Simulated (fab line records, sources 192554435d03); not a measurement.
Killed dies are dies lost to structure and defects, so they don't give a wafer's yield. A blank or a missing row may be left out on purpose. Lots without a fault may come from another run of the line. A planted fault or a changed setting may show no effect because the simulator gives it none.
fab line records | flow n5_finfet
record lots=5 wafers=14 last_day=19
route steps=1938 shown BEOL_M12@1647 BEOL_M13@1659 PASSIVATION@1936
lots that met no fault: from a run of the same line without faults
start_h: hours from the record's first day to the start of the lot's first wafer shown | wait_h: hours since the lot's step before | " the same as in the row above | L1.1+2: a row that stands for several wafers | - no value, or no start given | * or withheld: withheld | < > ~ a bound
route shown NAME@n: a module of which the file shows steps, and the number in the route of the first | usual: mean/standard deviation of fault-free wafers | same: alike in all rows | chamber/n: place in a boat | sites: the reading at each site | _std_site: their standard deviation | _edge_site: outer sites' mean less inner sites' | radius_mm: how far each site lies from the wafer's centre | mask NAME#n: copy n | behind: the tool/chamber that last shaped the wafer | hold: why the lot was held/for how many hours/how that ended | device: the transistor (n, p or np) that didn't switch | end of line: the same wafers' tests at the end of the route | a step without rows: its recipe alone | killed: dies lost to structure and defects at the first sort, not the wafer's yield | map: a wafer's dies, x killed, . not, _ none there
set.NAME: the setting as run; set.NAME@STEP: as run at that earlier step | model.NAME: the simulator's own value behind a step, which no gauge read
lots at some steps of the route; a table a step, a row a wafer
services: from which hour (start_h, from the record's first day; less than 0 if before it) a tool's chamber was out of use, for how many hours, and why
## steps
# step N5_BEOL_M12_PRE_CLEAN_42
# recipe gas=H2/He time_s=30 temp_c=250
# step N5_BEOL_M12_SPUTTER_43
# recipe material=TaN target_thk_a=150 temp_c=50 bias_v=168.6 power_w=15000 chamber_pressure_pa=0.12 time_s=24.19
# step N5_BEOL_M12_SPUTTER_44
# recipe material=Ta target_thk_a=100 temp_c=50 bias_v=80 power_w=15000 chamber_pressure_pa=0.07 time_s=16.13
# step N5_BEOL_M12_SPUTTER_45
# recipe material=Cu target_thk_a=800 temp_c=-20 bias_v=60 power_w=26000 chamber_pressure_pa=0.13 time_s=13.33
# step N5_BEOL_M12_ECD_47
# recipe material=Cu target_thk_a=7200
# step N5_BEOL_M12_ANNEAL_48
# recipe temp_c=225 time_s=90 ambient=N2
# step N5_BEOL_M12_CMP_49
# recipe stop_on=SiOC t_overpolish_s=20.6 down_force_psi=1 platen_rpm=50 clearing_platen_down_force_psi=1.5 clearing_platen_rpm=50 post_cmp_clean=cu_alkaline target_thk_nm=320 clearing_platen_pad_velocity_m_s=0.99484 pad_velocity_m_s=0.99484
# step N5_BEOL_M12_PRE_CLEAN_52
# recipe gas=NH3 time_s=15 temp_c=withheld rf_power_w=300
# step N5_BEOL_M12_DEP_53
# recipe material=SiCN target_thk_a=300 temp_c=withheld precursor=3MS/NH3 pressure_torr=3 rf_w=675 time_s=10.5
# step N5_BEOL_M13_ILD_DEP_00
# recipe material=SiOC target_thk_a=8379.2 temp_c=350 precursor=DEMS/O2 pressure_torr=5 rf_w=500 time_s=166.4
# usual heater_power_w=506/69 run_length_s=211.0/0.58 showerhead_plenum_p_Torr=5.691/0.015 throttle_valve_pct=12.2/0.61
# columns lot.wafer tool chamber start_h wait_h heater_power_w run_length_s showerhead_plenum_p_Torr throttle_valve_pct model.SiOC_of_BEOL_M13_ILD_DEP_00.thk_nm
L438.3 pecvd-03 2 237.71 0.0 533 212.0 5.697 11.7 835.2
L438.4 " 0 " " 361 211.3 5.678 12.0 851.4
L438.5 " 2 " " 564 212.1 5.693 11.7 856.2
L454.3 pecvd-03 2 335.28 0.0 531 211.8 5.704 11.5 829
L454.6 " 2 " " 573 302.8 5.695 11.7 1304
L451.1 pecvd-03 0 355.19 0.0 434 211.5 5.681 12.1 837
L451.5 " 2 " " 566 211.4 5.713 12.0 840.6
L451.6 " 1 " " 554 302.1 5.704 12.7 1293
L452.2 pecvd-03 1 355.46 0.0 589 301.8 5.706 12.7 1277
L452.4 " 0 " " 423 211.1 5.687 12.0 838.8
L452.6 " 2 " " 476 302.7 5.701 11.7 1303
L460.1 pecvd-04 0 411.98 0.0 488 210.0 5.670 12.0 839
L460.4 " 2 " " 394 211.1 5.692 12.5 854.8
L460.6 " 0 " " 429 210.3 5.645 12.2 856.8
# step N5_BEOL_M13_THK_MEAS_01
# recipe reads=SiOC_of_BEOL_M13_ILD_DEP_00
# usual M13_ILD_THK=837/9.4
# columns lot.wafer tool chamber start_h wait_h M13_ILD_THK[nm]
L438.3 film_metro-01 - 237.86 0.1 835
L438.4 " - " " 851
L438.5 " - " " 856
L454.3 film_metro-01 - 335.44 0.1 829
L454.6 " - " " 1305
L451.1 film_metro-02 - 355.34 0.1 837
L451.5 " - " " 840
L451.6 " - " " 1293
L452.2 film_metro-02 - 355.61 0.1 1275
L452.4 " - " " 839
L452.6 " - " " 1302
L460.1 film_metro-01 - 412.19 0.2 839
L460.4 " - " " 855
L460.6 " - " " 857
# step N5_BEOL_M13_COAT_58
# recipe resist=BARC temp_c=205 time_s=60 spin_rpm=1500 resist_thk_nm=89
# step N5_BEOL_M13_COAT_04
# recipe spin_rpm=1625 resist_thk_nm=400
# step N5_BEOL_M13_EBR_06
# recipe solvent=PGMEA ebr_width_mm=1.5
# step N5_BEOL_M13_SOFTBAKE_05
# recipe temp_c=130 time_s=60
# step N5_BEOL_M13_EXPOSE_07
# recipe mask_id=V12 na=0.93 source_shape=conventional sigma_outer=0.6 polarization=unpolarized attpsm_phase_deg=180 dose_mj=24.8
# step N5_BEOL_M13_PEB_08
# recipe peb_temp_c=130 peb_time_s=90
# step N5_BEOL_M13_DEVELOP_09
# recipe develop_time_s=45 rinse_liquid=diw dry=air_spin dev_temp_c=21
# step N5_BEOL_M13_HARDBAKE_14
# recipe temp_c=130 time_s=120
# step N5_BEOL_M13_DESCUM_15
# recipe chemistry=O2 time_s=7.9 source_power_w=50 bias_power_w=20 pressure_mtorr=20 rf_frequency_hz=2.712e+07 temp_c=40 o2_flow_sccm=225
# step N5_BEOL_M13_ETCH_59
# recipe chemistry=N2/H2 target=BARC target_depth_a=890 overetch_a=267 time_s=67.9 ion_energy_ev=200 pressure_mtorr=30 source_w=840 bias_w=150 n2_flow_sccm=200 h2_flow_sccm=200
# step N5_BEOL_M13_VIA_ETCH_16
# recipe chemistry=C4F8/O2/Ar target=SiOC pressure_mtorr=30 source_w=3000 bias_w=700 Ar_flow_sccm=400 C4F8_flow_sccm=15 O2_flow_sccm=8 he_inner_torr=15 he_outer_torr=30 target_depth_a=9217 time_s=withheld ion_energy_ev=250 ends=cleared
# usual drypump_motor_current_A=6.1/0.48 oes_product_au=0.70/0.091 rf_vpp_V=665/3.2 showerhead_plenum_p_Torr=3.40/0.11 throttle_valve_pct=24.18/0.27
# columns lot.wafer tool chamber start_h wait_h drypump_motor_current_A oes_product_au rf_vpp_V showerhead_plenum_p_Torr throttle_valve_pct model.etch.depth_nm model.coat_of_BEOL_M13_COAT_04.thk_nm model.BARC_of_BEOL_M13_COAT_58.thk_nm
L438.3 rie_diel-05 0 238.46 0.0 6.0 0.79 668 3.47 23.68 835.3 72 89
L438.4 " 3 " " 5.2 0.64 664 3.42 24.36 851.4 66.4 88.8
L438.5 " 1 " " 5.7 0.62 658 3.27 24.54 856.2 70.6 89.2
L454.3 rie_diel-02 2 336.04 0.0 5.9 0.88 664 3.36 24.04 829 69.4 89.2
L454.6 " 3 " " 6.5 0.74 662 3.25 24.33 1304 0 21.8
L451.1 rie_diel-06 3 355.82 0.0 5.6 0.62 668 3.52 24.46 837 70 89
L451.5 " 0 " " 6.5 0.76 668 3.47 24.10 840.6 69.6 89
L451.6 " 1 " " 5.8 0.72 662 3.26 23.89 1293 0 27.2
L452.2 rie_diel-06 0 356.21 0.0 6.4 0.83 665 3.47 24.11 1277 0 27.4
L452.4 " 3 " " 5.6 0.62 670 3.52 24.44 838.8 68 88.8
L452.6 " 1 " " 5.8 0.71 662 3.26 23.87 1303 0 22.2
L460.1 rie_diel-05 3 412.81 0.0 5.2 0.83 664 3.39 24.18 838.9 67.8 89.2
L460.4 " 3 " " 5.2 0.83 664 3.39 24.20 854.8 62.8 89.2
L460.6 " 0 " " 6.0 0.73 666 3.43 23.75 856.9 63.2 89.2
# step N5_BEOL_M13_STRIP_63
# recipe chemistry=N2/H2 power_w=1000 temp_c=250 h2_frac=0.65 overash_fraction=0.3 pressure_mtorr=1000 n2_flow_sccm=1750 h2_flow_sccm=3250
# usual drypump_motor_current_A=6.1/0.59 heater_power_w=340/27 oes_product_au=0.674/0.0053 strip_time_to_endpoint_s=28.0/1.1 temp_c=250.00/0.16
# columns lot.wafer tool chamber start_h wait_h drypump_motor_current_A heater_power_w oes_product_au rf_hours_counter_h strip_time_to_endpoint_s temp_c
L438.3 plasma_asher-02 0 238.72 - 5.7 371 0.676 - 28.3 249.87
L438.4 " 1 " " 6.7 357 0.667 - 26.6 250.09
L438.5 " 0 " " 5.6 364 0.683 - 27.8 250.10
L454.3 plasma_asher-01 1 336.30 - 6.6 343 0.676 - 27.5 250.11
L454.6 " 1 " " 6.6 341 0.238 - 0.0 249.96
L451.1 plasma_asher-02 1 356.05 - 6.7 352 0.678 150 27.7 249.86
L451.5 " 1 " " 6.7 351 0.665 - 27.5 249.83
L451.6 " 0 " " 5.6 372 0.218 - 0.0 249.86
L452.2 plasma_asher-01 0 356.45 - 5.3 297 0.231 84 0.0 250.33
L452.4 " 1 " " 6.6 330 0.672 - 27.1 250.20
L452.6 " 0 " " 5.3 296 0.227 - 0.0 250.07
L460.1 plasma_asher-02 1 413.04 - 6.7 342 0.672 159 27.0 249.63
L460.4 " 1 " " 6.7 349 0.663 - 25.5 250.09
L460.6 " 0 " " 5.6 364 0.673 - 25.7 250.21
# step N5_BEOL_M13_STRIP_64
# recipe chemistry=N2/H2 power_w=1000 temp_c=250 h2_frac=0.65 overash_fraction=0.3 pressure_mtorr=withheld n2_flow_sccm=1750 h2_flow_sccm=3250
# usual drypump_motor_current_A=6.1/0.59 heater_power_w=340/27 oes_product_au=0.715/0.0048 strip_time_to_endpoint_s=31.32/0.081 temp_c=249.97/0.19
# columns lot.wafer tool chamber start_h wait_h drypump_motor_current_A heater_power_w oes_product_au rf_hours_counter_h strip_time_to_endpoint_s temp_c
L438.3 plasma_asher-02 0 238.78 0.0 5.7 377 0.712 - 31.32 249.90
L438.4 " 1 " " 6.7 363 0.711 - 31.26 249.95
L438.5 " 0 " " 5.7 370 0.717 - 31.35 250.02
L454.3 plasma_asher-01 1 336.36 0.0 6.6 337 0.722 - 31.38 250.17
L454.6 " 1 " " 6.6 334 0.587 - 12.11 249.97
L451.1 plasma_asher-02 1 356.11 0.0 6.7 348 0.716 150 31.33 249.90
L451.5 " 1 " " 6.7 352 0.719 - 31.32 250.06
L451.6 " 0 " " 5.7 365 0.639 - 14.09 249.91
L452.2 plasma_asher-01 0 356.51 0.0 5.3 294 0.633 84 14.13 250.07
L452.4 " 1 " " 6.6 346 0.708 - 31.29 249.72
L452.6 " 0 " " 5.3 288 0.588 - 12.31 250.21
L460.1 plasma_asher-02 1 413.10 0.0 6.7 365 0.717 159 31.34 249.77
L460.4 " 1 " " 6.7 364 0.711 - 31.36 250.25
L460.6 " 0 " " 5.7 367 0.721 - 31.33 250.08
# step N5_BEOL_M13_STRIP_71
# recipe chemistry=post_etch_residue_remover time_s=60 temp_c=25 remover_ph=withheld remover_water_wt_pct=withheld remover_fluoride_wt_pct=withheld
# step N5_BEOL_M13_SRD_72
# recipe time_s=30 temp_c=23 rinse_liquid=diw dry=n2_spin spin_rpm=1500 dry_time_s=30
# step N5_BEOL_M13_CD_MEAS_17
# recipe target_cd_nm=190 polarity=opening
# usual cd_nm=190.5/1.5
# columns lot.wafer tool chamber start_h wait_h cd_nm
L438.3 cd_sem-03 - 238.91 0.0 189.5
L438.4 " - " " 190.6
L438.5 " - " " 189.5
L454.3 cd_sem-02 - 336.49 0.0 191.3
L454.6 " - " " 200.8
L451.1 cd_sem-01 - 356.26 0.0 190.6
L451.5 " - " " 189.3
L451.6 " - " " 196.6
L452.2 cd_sem-03 - 356.66 0.0 196.3
L452.4 " - " " 191.5
L452.6 " - " " 201.3
L460.1 cd_sem-02 - 413.25 0.0 189.7
L460.4 " - " " 188.2
L460.6 " - " " 190.3
# step N5_BEOL_M13_COAT_65
# recipe resist=SOC temp_c=250 time_s=60 spin_rpm=1500 resist_thk_nm=350
# step N5_BEOL_M13_COAT_66
# recipe resist=SiARC temp_c=220 time_s=60 spin_rpm=1500 resist_thk_nm=110
# step N5_BEOL_M13_COAT_22
# recipe spin_rpm=2888 resist_thk_nm=300
# step N5_BEOL_M13_EBR_24
# recipe solvent=PGMEA ebr_width_mm=1.5
# step N5_BEOL_M13_SOFTBAKE_23
# recipe temp_c=130 time_s=60
# step N5_BEOL_M13_EXPOSE_25
# recipe mask_id=M13 na=0.93 source_shape=conventional sigma_outer=0.4 polarization=unpolarized target_cd_nm=210 dose_mj=22
# step N5_BEOL_M13_PEB_26
# recipe peb_temp_c=130 peb_time_s=90
# step N5_BEOL_M13_DEVELOP_27
# recipe develop_time_s=45 rinse_liquid=diw dry=air_spin dev_temp_c=21
# step N5_BEOL_M13_HARDBAKE_32
# recipe temp_c=130 time_s=120
# step N5_BEOL_M13_CMP_49
# recipe stop_on=SiOC t_overpolish_s=17.1 down_force_psi=1 platen_rpm=50 clearing_platen_down_force_psi=1.5 clearing_platen_rpm=50 post_cmp_clean=cu_alkaline target_thk_nm=420 clearing_platen_pad_velocity_m_s=0.99484 pad_velocity_m_s=0.99484
# usual motor_current_A=5.9/0.58
# columns lot.wafer tool chamber start_h wait_h motor_current_A model.SiOC_of_BEOL_M13_ILD_DEP_00.thk_nm
L438.4 cmp-01 0 243.40 0.2 6.4 792.2
L438.3 " 1 " " 5.4 779.2
L438.5 " 0 " " 6.4 797.2
L454.3 cmp-03 3 341.29 0.2 5.6 773.8
L454.6 " 3 " " 5.2 1243
L451.1 cmp-01 0 360.13 0.3 6.5 780
L451.5 " 3 " " 6.0 779.2
L451.6 " 0 " " 6.6 1238
L452.4 cmp-03 3 360.48 0.1 5.4 781.4
L452.2 " 0 " " 5.6 1222
L452.6 " 3 " " 5.4 1245
L460.4 cmp-01 2 419.46 0.2 6.2 794.8
L460.1 " 3 " " 5.8 779.6
L460.6 " 1 " " 5.2 798.4
# step N5_PASSIVATION_PROBE_49
# usual defect_limited_yield=91.3/1.4 killed_at_M0_to_M3=33/11 killed_at_M4_up=15/6.2 killed_at_contacts=13/6.5 killed_at_front_end=38/11 killed_at_other=3.4/2.6 killed_dies=102/17 killed_open=67/12 killed_short=34/7.9 sort_bin_5_function=5.1/0.88 sort_bin_6_memory=3.3/0.65 sort_n_pass=1078/17 sort_yield_pct=91.3/1.4
# same gross_dies=1180 killed_at_back_side=0 sort_bin_4_leakage[%]=0 sort_bin_8_speed[%]=0
# columns lot.wafer tool chamber start_h wait_h defect_limited_yield[%] killed_at_M0_to_M3 killed_at_M4_up killed_at_contacts killed_at_front_end killed_at_other killed_dies killed_open killed_short sort_bin_5_function[%] sort_bin_6_memory[%] sort_n_pass sort_yield_pct[%]
L454.6 prober-01 - 369.55 0.3 91.6 30 9 18 42 0 99 73 25 5.4 2.6 1081 91.6
# killed by level:class
L454.6 MOL_CONTACT_COAG:geometric_particle:open=15 FIN_SAQP:geometric_particle:open=11 STI_FIN_REVEAL:geometric_particle:open=11 BEOL_M3:geometric_particle:open=10 FIN_SAQP:geometric_particle:short=7 BEOL_M1:geometric_particle:open=6 BEOL_M3:geometric_particle:short=4 ILD0:geometric_particle:open=3
## services
# columns tool chamber start_h hours kind
rie_diel-06 3 216.58 5.0 repair
cmp-03 - 235.46 3.2 repair
rie_diel-06 1 240.99 8.6 repair
cmp-01 - 273.51 0.9 repair
pecvd-03 2 282.52 4.5 repair
cmp-03 - 283.89 7.5 pm
pecvd-03 - 284.37 1.2 repair
plasma_asher-01 - 300.37 4.0 repair
pecvd-03 0 303.21 2.1 scheduled_down
cmp-03 - 308.07 11.6 pm
cmp-01 - 318.87 1.8 repair
rie_diel-06 1 319.92 6.7 repair
cmp-03 - 329.75 10.7 repair
pecvd-03 2 335.49 5.5 scheduled_down
cmp-03 - 351.22 4.0 pm
rie_diel-06 3 357.07 4.4 repair
rie_diel-05 2 361.93 29.1 repair
plasma_asher-02 - 371.90 14.6 pm
plasma_asher-02 - 386.50 2.8 pm
cmp-01 - 391.69 3.3 repair
plasma_asher-02 - 403.44 0.7 repair
pecvd-03 2 404.63 2.1 scheduled_down
plasma_asher-01 - 405.21 15.6 pm
cmp-03 - 410.12 1.4 repair
## key
first_sign step=N5_BEOL_M13_ILD_DEP_00 reading=run_length_s direction=up sigmas=99+ usual=* struck=*
effect step=N5_BEOL_M13_THK_MEAS_01 reading=M13_ILD_THK direction=up sigmas=49 usual=837 struck=1294
effect step=N5_BEOL_M13_STRIP_63 reading=oes_product_au direction=down sigmas=85 usual=0.674 struck=0.228
effect step=N5_BEOL_M13_STRIP_64 reading=strip_time_to_endpoint_s direction=down sigmas=99+ usual=* struck=*
effect step=N5_BEOL_M13_CD_MEAS_17 reading=cd_nm direction=up sigmas=5.4 usual=190.5 struck=198.7
model_effect step=N5_BEOL_M13_ILD_DEP_00 value=SiOC_of_BEOL_M13_ILD_DEP_00.thk_nm without=836.2 struck=1294
model_effect step=N5_BEOL_M13_VIA_ETCH_16 value=etch.depth_nm without=836.2 struck=1294
model_effect step=N5_BEOL_M13_CMP_49 value=SiOC_of_BEOL_M13_ILD_DEP_00.thk_nm without=779 struck=1237
met_at N5_BEOL_M13_ILD_DEP_00
struck_wafers L451.6,L452.2,L452.6,L454.6
onset_between 237.71 335.28
fault kind=process_parameter_drift tool=pecvd-03 chamber=- onset_h=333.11 steps=N5_BEOL_M13_ILD_DEP_00 channel=time_s offset=* shape=step end_h=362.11 scope=struck_wafers_only acts_in=* stated=*
